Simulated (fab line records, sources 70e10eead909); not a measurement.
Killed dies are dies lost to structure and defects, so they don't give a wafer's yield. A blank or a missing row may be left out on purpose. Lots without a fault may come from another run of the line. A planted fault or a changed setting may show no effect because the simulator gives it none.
Chamber matching | flow nand_harc | NHARC_A_STAIRCASE_ETCHBACK_157 on rie_diel-05: 4 sister chambers
The step etches the open film in CH3F/O2, target depth 90 nm, time 167.14 s. 4 wafers are shown with their chamber, then 8 later ones without.

WAFERS WITH THEIR CHAMBER
wafer  | chamber | showerhead_plenum_p_Torr (Torr)
L078.5 | 1       | 2.59
L086.2 | 3       | 2.40
L086.6 | 2       | 2.52
L094.1 | 0       | 2.52

WAFERS WITHOUT THEIR CHAMBER
wafer  | showerhead_plenum_p_Torr (Torr)
L094.2 | 2.56
L094.4 | 2.39
L095.2 | 2.56
L095.4 | 2.51
L095.5 | 2.56
L097.2 | 2.52
L097.4 | 2.51
L097.6 | 2.39

WHICH CHAMBER EACH WENT THROUGH
wafer  | from the rows above          | in truth
L094.2 | can't be placed: 1 or 0 or 2 | 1
L094.4 | 3                            | 3
L095.2 | can't be placed: 1 or 0 or 2 | 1
L095.4 | can't be placed: 0 or 2      | 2
L095.5 | can't be placed: 1 or 0 or 2 | 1
L097.2 | can't be placed: 0 or 2      | 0
L097.4 | can't be placed: 0 or 2      | 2
L097.6 | 3                            | 3
Placed correctly: 2 of 8. Can't be placed from these rows: 6 (the true chamber is among the candidates in 6). Placed wrongly: 0.
How it was worked out, from the rows above alone: a wafer's distance from a chamber is the root of the sum, over the readings, of the square of ((its reading less the chamber's mean) divided by the reading's scatter). The wafer belongs to the nearest chamber; if the next one is less than 2 further off, it can't be placed. A chamber's mean is the mean of its shown wafers. The scatter: with one shown wafer a chamber, the root of the mean of the squares of how far each hidden wafer lies from its nearest shown one.
